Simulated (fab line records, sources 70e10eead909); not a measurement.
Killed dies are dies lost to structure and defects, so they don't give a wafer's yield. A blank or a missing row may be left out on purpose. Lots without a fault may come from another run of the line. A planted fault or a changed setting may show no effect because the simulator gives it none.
fab line records | flow nand_harc
record lots=24 wafers=72 last_day=33
route steps=1302 shown A_BLC@1133 A_M0@1156 A_M1@1183 A_BONDPAD@1204
lots that met no fault: from a run of the same line without faults
start_h: hours from the record's first day to the start of the lot's first wafer shown | wait_h: hours since the lot's step before | " the same as in the row above | L1.1+2: a row that stands for several wafers | - no value, or no start given | * or withheld: withheld | < > ~ a bound
route shown NAME@n: a module of which the file shows steps, and the number in the route of the first | usual: mean/standard deviation of fault-free wafers | same: alike in all rows | chamber/n: place in a boat | sites: the reading at each site | _std_site: their standard deviation | _edge_site: outer sites' mean less inner sites' | radius_mm: how far each site lies from the wafer's centre | mask NAME#n: copy n | behind: the tool/chamber that last shaped the wafer | hold: why the lot was held/for how many hours/how that ended | device: the transistor (n, p or np) that didn't switch | end of line: the same wafers' tests at the end of the route | a step without rows: its recipe alone | killed: dies lost to structure and defects at the first sort, not the wafer's yield | map: a wafer's dies, x killed, . not, _ none there
set.NAME: the setting as run; set.NAME@STEP: as run at that earlier step | model.NAME: the simulator's own value behind a step, which no gauge read
steps of the route over a sample of lots; a table a step, a row a wafer
services: from which hour (start_h, from the record's first day; less than 0 if before it) a tool's chamber was out of use, for how many hours, and why
## steps
# step NHARC_A_BLC_CMP_25
# recipe t_overpolish_s=30 target_thk_nm=150
# usual motor_current_A=11.7/0.94 overpolish_run_s=30.000/0.009 time_to_endpoint_s=31/3.4
# columns lot.wafer tool chamber start_h wait_h motor_current_A overpolish_run_s time_to_endpoint_s
L074.3 cmp-03 0 530.37 0.3 10.3 29.999 27
L074.4 " 2 " " 11.9 30.017 30
L074.5 " 1 " " 13.4 30.002 35
L075.4 cmp-02 3 544.29 0.2 11.4 30.002 29
L075.1 " 0 " " 11.3 30.005 34
L075.5 " 3 " " 11.9 30.007 31
L076.4 cmp-03 0 550.73 0.2 10.0 29.995 29
L076.1 " 1 " " 13.3 29.989 35
L076.3 " 3 " " 12.2 30.001 29
L078.1 cmp-02 2 556.37 0.4 12.3 29.994 36
L078.4 " 3 " " 11.8 29.994 30
L078.6 " 1 " " 10.4 29.998 37
L077.2 cmp-02 0 557.08 0.4 10.9 30.001 33
L077.4 " 1 " " 10.3 30.008 39
L077.6 " 1 " " 11.1 30.004 36
L079.1 cmp-01 1 562.58 0.5 11.3 29.996 29
L079.2 " 3 " " 10.4 29.999 29
L079.6 " 2 " " 12.1 30.018 35
L080.1 cmp-03 2 579.35 0.5 12.1 29.997 31
L080.2 " 3 " " 12.4 29.999 30
L080.3 " 0 " " 10.6 29.999 31
L081.3 cmp-03 0 582.21 0.3 10.4 30.000 29
L081.1 " 2 " " 11.3 29.998 32
L081.5 " 1 " " 13.3 30.003 36
L082.1 cmp-02 0 603.40 0.5 11.1 29.998 34
L082.4 " 1 " " 10.7 30.004 37
L082.3 " 2 " " 12.4 30.011 35
L083.4 cmp-01 1 626.21 0.3 11.3 30.015 28
L083.2 " 3 " " 10.6 29.991 20
L083.5 " 1 " " 10.9 30.006 27
L084.3 cmp-03 3 631.64 0.2 11.9 29.994 31
L084.4 " 0 " " 10.0 29.977 32
L084.1 " 2 " " 11.9 29.992 35
L085.3 cmp-02 2 633.17 0.2 12.0 29.992 30
L085.2 " 3 " " 11.7 30.005 27
L085.6 " 2 " " 12.9 29.989 33
L086.1 cmp-01 0 656.16 0.5 12.1 30.004 28
L086.4 " 1 " " 11.2 30.004 31
L086.6 " 3 " " 10.3 30.002 25
L087.1 cmp-02 2 659.45 0.4 12.6 29.996 29
L087.3 " 0 " " 10.9 29.997 25
L087.4 " 1 " " 10.8 30.011 31
L088.4 cmp-01 1 664.98 0.3 11.9 30.004 29
L088.3 " 3 " " 10.7 29.995 28
L088.6 " 1 " " 11.3 30.006 31
L089.1 cmp-01 1 671.20 0.5 11.9 29.993 32
L089.2 " 2 " " 12.0 29.996 31
L089.6 " 1 " " 11.9 29.990 30
L090.3 cmp-01 1 672.90 0.3 11.7 29.992 30
L090.4 " 3 " " 10.6 30.003 25
L090.5 " 1 " " 11.8 29.994 32
L091.1 cmp-02 1 689.45 0.5 10.6 30.005 34
L091.2 " 2 " " 12.8 30.003 32
L091.6 " 0 " " 11.3 30.003 32
L092.2 cmp-03 1 690.65 0.4 13.0 30.001 36
L092.1 " 3 " " 12.2 30.015 31
L092.6 " 1 " " 12.9 30.002 34
L093.1 cmp-01 2 705.32 0.5 12.0 30.002 29
L093.6 " 3 " " 10.6 29.987 27
L093.5 " 0 " " 12.7 29.997 27
L095.1 cmp-01 2 719.88 0.4 11.9 29.993 35
L095.3 " 0 " " 12.9 30.023 29
L095.5 " 1 " " 11.5 29.996 31
L096.1 cmp-03 3 721.54 0.5 12.2 30.003 27
L096.4 " 0 " " 10.4 30.013 27
L096.2 " 1 " " 14.4 30.008 32
L094.1 cmp-03 2 733.98 0.5 11.9 29.993 28
L094.4 " 0 " " 10.5 30.010 27
L094.6 " 3 " " 12.1 29.988 27
L097.1 cmp-01 0 746.36 0.4 12.1 30.018 35
L097.4 " 1 " " 11.5 30.009 33
L097.6 " 3 " " 11.0 29.986 29
# step NHARC_A_M0_DEGAS_28
# recipe temp_c=250 time_s=60
# usual heater_power_w=341/48
# columns lot.wafer tool chamber start_h wait_h heater_power_w
L074.3 pvd_sputter-02 - 532.78 - 304
L074.4 " - " " 287
L074.5 " - " " 338
L075.1 pvd_sputter-03 - 546.74 - 272
L075.4 " - " " 449
L075.5 " - " " 337
L076.4 pvd_sputter-03 - 553.16 - 383
L076.1 " - " " 338
L076.3 " - " " 276
L078.1 pvd_sputter-03 - 558.76 - 339
L078.4 " - " " 270
L078.6 " - " " 445
L077.2 pvd_sputter-01 - 559.52 - 335
L077.4 " - " " 334
L077.6 " - " " 320
L079.1 pvd_sputter-02 - 564.88 - 284
L079.2 " - " " 385
L079.6 " - " " 338
L080.1 pvd_sputter-02 - 581.76 - 326
L080.2 " - " " 293
L080.3 " - " " 394
L081.1 pvd_sputter-03 - 584.62 - 437
L081.3 " - " " 348
L081.5 " - " " 369
L082.1 pvd_sputter-01 - 605.96 - 322
L082.3 " - " " 368
L082.4 " - " " 311
L083.2 pvd_sputter-02 - 628.54 - 299
L083.4 " - " " 287
L083.5 " - " " 282
L084.4 pvd_sputter-01 - 634.16 - 322
L084.3 " - " " 317
L084.1 " - " " 365
L085.3 pvd_sputter-02 - 635.49 - 377
L085.2 " - " " 334
L085.6 " - " " 336
L086.4 pvd_sputter-03 - 658.58 - 346
L086.1 " - " " 276
L086.6 " - " " 442
L087.3 pvd_sputter-02 - 661.85 - 282
L087.1 " - " " 379
L087.4 " - " " 329
L088.3 pvd_sputter-01 - 667.36 - 319
L088.4 " - " " 314
L088.6 " - " " 311
L089.1 pvd_sputter-01 - 673.65 - 360
L089.2 " - " " 321
L089.6 " - " " 332
L090.3 pvd_sputter-02 - 675.30 - 291
L090.4 " - " " 335
L090.5 " - " " 381
L091.2 pvd_sputter-03 - 691.95 - 375
L091.1 " - " " 340
L091.6 " - " " 378
L092.1 pvd_sputter-03 - 693.08 - 274
L092.2 " - " " 336
L092.6 " - " " 274
L093.1 pvd_sputter-01 - 707.52 - 362
L093.5 " - " " 380
L093.6 " - " " 316
L095.3 pvd_sputter-01 - 722.46 - 361
L095.1 " - " " 325
L095.5 " - " " 380
L096.2 pvd_sputter-02 - 723.98 - 387
L096.4 " - " " 326
L096.1 " - " " 278
L094.4 pvd_sputter-02 - 736.45 - 371
L094.1 " - " " 283
L094.6 " - " " 273
L097.1 pvd_sputter-03 - 748.64 - 327
L097.4 " - " " 416
L097.6 " - " " 373
# step NHARC_A_M0_DEP_32
# recipe target_thk_a=300 temp_c=370 target_thk_nm=30 pressure_torr=3 flow_sccm=200 rf_w=450 material=SiCN
# usual heater_power_outer_w=335/53 heater_power_w=588/79
# columns lot.wafer tool chamber start_h wait_h heater_power_outer_w heater_power_w
L074.3 pecvd-04 0 534.51 0.1 304 596
L074.5 " 2 " " 236 526
L074.4 " 0 " " 322 585
L075.1 pecvd-04 0 548.52 0.1 318 595
L075.5 " 2 " " 266 530
L075.4 " 0 " " 324 607
L076.3 pecvd-04 2 554.86 0.1 243 513
L076.1 " 0 " " 300 582
L076.4 " 0 " " 302 602
L078.1 pecvd-01 0 560.45 0.1 320 535
L078.6 " 0 " " 318 552
L078.4 " 1 " " 347 572
L077.2 pecvd-01 2 561.32 0.1 426 707
L077.6 " 0 " " 364 619
L077.4 " 2 " " 420 710
L079.2 pecvd-04 1 566.57 0.1 299 530
L079.1 " 2 " " 230 501
L079.6 " 1 " " 297 543
L080.3 pecvd-01 0 583.45 0.1 306 543
L080.2 " 1 " " 307 509
L080.1 " 2 " " 404 695
L081.3 pecvd-02 1 586.32 0.1 350 540
L081.1 " 0 " " 278 529
L081.5 " 2 " " 369 703
L082.3 pecvd-01 2 607.65 0.1 383 635
L082.1 " 0 " " 374 625
L082.4 " 2 " " 376 635
L083.2 pecvd-04 2 630.36 0.1 221 484
L083.5 " 0 " " 351 626
L083.4 " 2 " " 223 496
L084.1 pecvd-01 2 635.95 0.1 417 702
L084.3 " 0 " " 362 618
L084.4 " 0 " " 364 615
L085.2 pecvd-01 1 638.46 0.1 326 523
L085.3 " 0 " " 301 539
L085.6 " 2 " " 409 692
L086.1 pecvd-01 0 660.27 0.1 350 587
L086.6 " 1 " " 360 582
L086.4 " 2 " " 412 718
L087.3 pecvd-01 0 663.56 0.1 355 584
L087.1 " 1 " " 362 578
L087.4 " 2 " " 419 685
L088.3 pecvd-02 2 669.06 0.1 414 753
L088.6 " 0 " " 314 570
L088.4 " 1 " " 295 464
L089.2 pecvd-02 2 675.34 0.1 355 686
L089.1 " 0 " " 333 563
L089.6 " 1 " " 348 531
L090.3 pecvd-02 1 677.37 0.1 316 515
L090.5 " 0 " " 272 492
L090.4 " 2 " " 433 799
L091.1 pecvd-04 1 693.85 0.1 336 579
L091.2 " 0 " " 362 645
L091.6 " 1 " " 345 593
L092.2 pecvd-02 2 695.24 0.1 404 763
L092.1 " 1 " " 311 506
L092.6 " 2 " " 414 771
L093.1 pecvd-02 1 709.23 0.1 350 536
L093.6 " 1 " " 350 545
L093.5 " 0 " " 323 582
L095.3 pecvd-01 0 724.16 0.1 344 595
L095.1 " 2 " " 336 598
L095.5 " 0 " " 351 580
L096.2 pecvd-01 1 725.74 0.1 314 505
L096.1 " 2 " " 378 625
L096.4 " 0 " " 384 639
L094.1 pecvd-04 2 738.26 0.1 207 469
L094.4 " 0 " " 354 623
L094.6 " 2 " " 210 484
L097.1 pecvd-02 0 750.76 0.1 311 564
L097.6 " 1 " " 309 488
L097.4 " 2 " " 379 737
# step NHARC_A_M1_ETCH_35
# recipe target_depth_a=400 overetch_a=120 time_s=43.94 ion_energy_ev=200 n2_flow_sccm=150 h2_flow_sccm=150 ar_flow_sccm=0 rf_w=400 bias_w=150 chemistry=N2/H2
# usual drypump_motor_current_A=6.0/0.42 oes_product_au=1.001/0.015 rf_vpp_V=429.7/2.2 showerhead_plenum_p_Torr=2.01/0.076 throttle_valve_pct=14.171/0.0086
# columns lot.wafer tool chamber start_h wait_h drypump_motor_current_A oes_product_au rf_hours_counter_h rf_vpp_V showerhead_plenum_p_Torr throttle_valve_pct
L074.3 rie_diel-11 1 535.99 0.1 6.6 0.998 2.0 431.5 2.07 14.160
L074.4 " 2 " " 5.6 1.026 1.9 427.9 2.00 14.177
L074.5 " 1 " " 6.6 1.008 - 432.5 2.07 14.175
L075.1 rie_diel-13 2 549.82 0.1 6.1 1.022 1.1 432.1 2.08 14.184
L075.4 " 1 " " 5.9 0.987 1.0 428.8 2.03 14.171
L075.5 " 3 " " 6.3 0.985 - 429.0 1.98 14.176
L076.3 rie_diel-11 1 556.38 0.1 6.6 1.006 2.8 432.5 2.07 14.172
L076.1 " 3 " " 6.4 1.021 2.7 428.2 1.95 14.172
L076.4 " 0 " " 5.7 1.010 2.7 430.9 2.01 14.158
L078.1 rie_diel-11 1 561.97 0.1 6.5 1.005 2.8 430.6 2.07 14.180
L078.4 " 3 " " 6.4 1.015 2.8 428.9 1.95 14.171
L078.6 " 1 " " 6.5 0.996 - 431.5 2.07 14.181
L077.2 rie_diel-11 3 562.64 0.1 6.4 1.016 2.8 428.0 1.95 14.180
L077.4 " 2 " " 5.6 1.016 2.8 429.3 2.00 14.163
L077.6 " 0 " " 5.7 1.004 - 430.3 2.01 14.173
L079.2 rie_diel-01 0 568.10 0.1 6.5 0.990 0.0 430.6 2.02 14.172
L079.1 " 2 " " 5.7 0.999 0.0 425.7 1.89 14.168
L079.6 " 3 " " 5.2 0.994 - 435.2 2.19 14.165
L080.1 rie_diel-11 0 584.85 0.1 5.7 1.002 3.6 428.6 2.01 14.171
L080.3 " 1 " " 6.5 1.002 3.5 429.1 2.07 14.192
L080.2 " 2 " " 5.6 1.020 3.4 428.3 2.00 14.157
L081.1 rie_diel-11 1 587.85 0.1 6.5 1.005 3.6 430.9 2.07 14.155
L081.3 " 2 " " 5.6 1.005 3.5 429.7 2.00 14.184
L081.5 " 0 " " 5.7 1.007 - 429.7 2.01 14.171
L082.1 rie_diel-01 0 609.14 0.1 6.5 0.986 1.8 429.5 2.02 14.172
L082.3 " 1 " " 5.7 0.979 2.0 426.6 1.92 14.181
L082.4 " 3 " " 5.2 0.981 1.8 433.4 2.19 14.174
L083.2 rie_diel-11 0 631.75 0.1 5.7 0.992 0.3 429.9 2.01 14.172
L083.4 " 2 " " 5.6 1.020 0.5 430.3 2.00 14.178
L083.5 " 1 " " 6.5 0.980 - 430.1 2.07 14.161
L084.1 rie_diel-11 3 637.46 0.1 6.4 1.020 0.4 429.1 1.95 14.178
L084.3 " 0 " " 5.7 0.991 0.4 429.4 2.01 14.184
L084.4 " 1 " " 6.5 0.982 0.5 430.4 2.07 14.188
L085.2 rie_diel-11 0 639.83 0.1 5.7 1.002 0.4 430.2 2.01 14.183
L085.3 " 2 " " 5.6 1.009 0.7 429.5 2.00 14.171
L085.6 " 0 " " 5.7 1.003 - 429.5 2.01 14.165
L086.1 rie_diel-01 3 661.79 0.1 5.2 1.001 4.7 434.1 2.19 14.162
L086.4 " 0 " " 6.5 0.984 4.5 428.4 2.02 14.158
L086.6 " 2 " " 5.7 1.000 - 426.8 1.89 14.161
L087.3 rie_diel-11 3 664.94 0.1 6.4 1.030 1.2 426.0 1.95 14.180
L087.1 " 0 " " 5.7 1.001 1.3 429.0 2.01 14.183
L087.4 " 1 " " 6.6 0.978 1.4 432.1 2.07 14.175
L088.3 rie_diel-01 1 670.60 0.1 5.7 0.976 4.8 426.3 1.92 14.180
L088.4 " 2 " " 5.7 1.002 5.0 426.3 1.89 14.169
L088.6 " 0 " " 6.6 0.975 - 429.4 2.02 14.175
L089.1 rie_diel-11 3 676.84 0.1 6.4 1.026 1.8 426.7 1.95 14.171
L089.2 " 1 " " 6.5 0.989 1.8 430.7 2.07 14.158
L089.6 " 2 " " 5.6 1.013 - 429.8 2.00 14.177
L090.4 rie_diel-13 2 678.93 0.1 6.1 1.012 7.3 430.9 2.08 14.176
L090.3 " 3 " " 6.4 0.984 7.0 428.9 1.98 14.155
L090.5 " 3 " " 6.4 0.985 - 429.3 1.98 14.176
L091.2 rie_diel-11 2 695.36 0.1 5.6 0.996 2.5 429.1 2.00 14.175
L091.1 " 3 " " 6.4 1.021 2.4 427.6 1.95 14.153
L091.6 " 1 " " 6.5 0.983 - 431.4 2.07 14.181
L092.2 rie_diel-01 3 696.74 0.1 5.3 1.015 6.4 433.4 2.18 14.167
L092.1 " 1 " " 5.7 0.980 6.5 426.5 1.92 14.172
L092.6 " 2 " " 5.6 0.992 - 426.0 1.89 14.162
L093.1 rie_diel-01 0 710.76 0.1 6.6 0.999 6.9 429.0 2.02 14.177
L093.5 " 2 " " 5.7 1.012 - 427.0 1.89 14.163
L093.6 " 3 " " 5.3 1.005 - 434.7 2.18 14.170
L095.3 rie_diel-13 2 725.71 0.1 6.1 1.002 1.0 432.1 2.08 14.178
L095.1 " 3 " " 6.3 1.001 1.6 428.6 1.98 14.163
L095.5 " 2 " " 6.1 1.001 - 431.5 2.08 14.166
L096.1 rie_diel-01 1 727.35 0.1 5.7 0.993 7.8 428.1 1.92 14.170
L096.2 " 2 " " 5.7 1.013 7.6 425.6 1.89 14.173
L096.4 " 3 " " 5.3 1.013 7.6 433.9 2.18 14.168
L094.1 rie_diel-11 3 739.73 0.1 6.4 1.014 3.6 428.7 1.95 14.170
L094.4 " 3 " " 6.4 1.022 - 427.2 1.95 14.174
L094.6 " 2 " " 5.6 1.019 - 430.2 2.00 14.171
L097.1 rie_diel-11 1 752.29 0.1 6.5 0.985 3.5 431.7 2.07 14.166
L097.4 " 3 " " 6.4 1.028 3.9 428.4 1.95 14.185
L097.6 " 0 " " 5.7 0.983 - 430.0 2.01 14.162
# step NHARC_A_M1_THK_MEAS_24
# recipe thk_meas_gauge=xrf
# usual thk_nm=154.3/1.7
# columns lot.wafer tool chamber start_h wait_h thk_nm
L074.3 film_metro-02 - 538.32 - 152.4
L074.4 " - " " 154.8
L074.5 " - " " 153.0
L075.1 film_metro-02 - 552.18 - 154.0
L075.4 " - " " 156.4
L075.5 " - " " 154.9
L076.1 film_metro-01 - 558.74 - 155.2
L076.3 " - " " 154.3
L076.4 " - " " 158.4
L078.1 film_metro-01 - 564.29 - 152.8
L078.4 " - " " 154.3
L078.6 " - " " 154.8
L077.2 film_metro-02 - 564.96 - 151.7
L077.4 " - " " 153.6
L077.6 " - " " 156.6
L079.1 film_metro-01 - 570.43 - 154.7
L079.2 " - " " 154.3
L079.6 " - " " 156.2
L080.1 film_metro-02 - 587.22 - 156.0
L080.2 " - " " 153.6
L080.3 " - " " 155.4
L081.1 film_metro-01 - 590.31 - 155.5
L081.3 " - " " 153.4
L081.5 " - " " 155.5
L082.1 film_metro-02 - 611.47 - 153.2
L082.3 " - " " 155.8
L082.4 " - " " 154.2
L083.2 film_metro-01 - 634.07 - 155.6
L083.4 " - " " 155.4
L083.5 " - " " 153.7
L084.1 film_metro-02 - 639.79 - 151.7
L084.3 " - " " 154.2
L084.4 " - " " 152.8
L085.2 film_metro-02 - 642.16 - 155.4
L085.3 " - " " 154.0
L085.6 " - " " 153.2
L086.1 film_metro-02 - 664.12 - 153.0
L086.4 " - " " 153.5
L086.6 " - " " 152.4
L087.1 film_metro-01 - 667.28 - 154.8
L087.3 " - " " 153.4
L087.4 " - " " 150.2
L088.3 film_metro-02 - 672.95 - 156.1
L088.4 " - " " 152.2
L088.6 " - " " 153.7
L089.1 film_metro-02 - 679.24 - 155.5
L089.2 " - " " 155.6
L089.6 " - " " 157.0
L090.3 film_metro-02 - 681.29 - 154.9
L090.4 " - " " 155.2
L090.5 " - " " 158.4
L091.1 film_metro-01 - 697.71 - 155.3
L091.2 " - " " 153.4
L091.6 " - " " 153.3
L092.1 film_metro-02 - 699.08 - 151.7
L092.2 " - " " 153.0
L092.6 " - " " 156.2
L093.1 film_metro-01 - 713.08 - 157.8
L093.5 " - " " 154.7
L093.6 " - " " 155.2
L095.1 film_metro-01 - 728.09 - 154.5
L095.3 " - " " 154.4
L095.5 " - " " 154.6
L096.1 film_metro-01 - 729.68 - 154.6
L096.2 " - " " 154.6
L096.4 " - " " 155.0
L094.1 film_metro-02 - 742.12 - 154.8
L094.4 " - " " 153.5
L094.6 " - " " 149.6
L097.1 film_metro-02 - 754.62 - 152.7
L097.4 " - " " 154.5
L097.6 " - " " 150.8
# step NHARC_A_BONDPAD_THK_MEAS_30
# recipe thk_meas_gauge=ellipsometry
# usual thk_nm=199.9/1.8
# columns lot.wafer tool chamber start_h wait_h thk_nm
L074.3 film_metro-02 - 539.84 0.2 198.9
L074.4 " - " " 200.8
L074.5 " - " " 202.7
L075.1 film_metro-02 - 553.69 0.2 198.3
L075.4 " - " " 196.1
L075.5 " - " " 199.2
L076.1 film_metro-02 - 560.25 0.2 200.1
L076.3 " - " " 197.4
L076.4 " - " " 200.1
L078.1 film_metro-02 - 565.84 0.2 198.9
L078.4 " - " " 197.1
L078.6 " - " " 199.4
L077.2 film_metro-01 - 566.47 0.2 200.8
L077.4 " - " " 200.7
L077.6 " - " " 201.6
L079.1 film_metro-01 - 571.94 0.2 202.3
L079.2 " - " " 201.0
L079.6 " - " " 199.6
L080.1 film_metro-01 - 588.76 0.2 200.8
L080.2 " - " " 201.9
L080.3 " - " " 196.6
L081.1 film_metro-02 - 591.82 0.2 198.6
L081.3 " - " " 202.6
L081.5 " - " " 199.9
L082.1 film_metro-01 - 612.98 0.2 199.7
L082.3 " - " " 198.6
L082.4 " - " " 197.8
L083.2 film_metro-01 - 636.82 0.2 200.9
L083.4 " - " " 201.3
L083.5 " - " " 198.8
L084.1 film_metro-02 - 641.35 0.2 200.2
L084.3 " - " " 201.5
L084.4 " - " " 199.8
L085.2 film_metro-02 - 643.70 0.2 196.4
L085.3 " - " " 200.2
L085.6 " - " " 197.7
L086.1 film_metro-02 - 665.83 0.2 200.0
L086.4 " - " " 200.4
L086.6 " - " " 204.3
L087.1 film_metro-02 - 668.80 0.2 202.9
L087.3 " - " " 198.7
L087.4 " - " " 198.8
L088.3 film_metro-02 - 674.46 0.2 200.8
L088.4 " - " " 198.3
L088.6 " - " " 199.7
L089.1 film_metro-01 - 680.87 0.2 201.1
L089.2 " - " " 200.7
L089.6 " - " " 203.3
L090.3 film_metro-02 - 682.81 0.2 198.5
L090.4 " - " " 198.8
L090.5 " - " " 200.6
L091.1 film_metro-01 - 699.22 0.2 200.7
L091.2 " - " " 197.9
L091.6 " - " " 199.6
L092.1 film_metro-02 - 700.59 0.2 200.1
L092.2 " - " " 201.4
L092.6 " - " " 199.1
L093.1 film_metro-01 - 714.59 0.1 199.6
L093.5 " - " " 201.6
L093.6 " - " " 197.6
L095.1 film_metro-01 - 729.89 0.2 197.0
L095.3 " - " " 202.8
L095.5 " - " " 200.4
L096.1 film_metro-01 - 731.19 0.1 201.4
L096.2 " - " " 201.9
L096.4 " - " " 202.0
L094.1 film_metro-02 - 743.64 0.2 201.0
L094.4 " - " " 198.1
L094.6 " - " " 200.2
L097.1 film_metro-02 - 756.17 0.2 199.8
L097.4 " - " " 198.7
L097.6 " - " " 200.1
## services
# columns tool chamber start_h hours kind
pvd_sputter-03 - 526.04 10.0 pm
cmp-01 - 531.72 1.4 repair
cmp-01 - 535.87 2.7 repair
cmp-03 - 554.00 4.0 pm
rie_diel-11 2 557.73 3.9 repair
pvd_sputter-02 - 558.72 4.1 repair
pvd_sputter-03 - 569.74 2.8 repair
cmp-01 - 581.09 4.0 pm
cmp-01 - 585.50 5.5 repair
pvd_sputter-02 - 587.54 8.2 repair
rie_diel-11 - 609.51 9.0 pm
pvd_sputter-02 - 642.12 10.0 pm
cmp-03 - 652.00 4.0 pm
cmp-03 - 658.86 3.2 repair
pvd_sputter-02 - 662.99 6.1 repair
cmp-03 - 666.61 1.9 repair
pecvd-01 - 673.22 13.0 pm
cmp-01 - 679.09 4.0 pm
cmp-03 - 685.41 1.0 repair
cmp-03 - 694.27 0.6 repair
cmp-03 - 699.94 1.3 repair
pvd_sputter-03 - 704.04 10.0 pm
rie_diel-11 1 737.29 6.2 repair
cmp-01 - 749.88 0.8 repair
## key
fault none
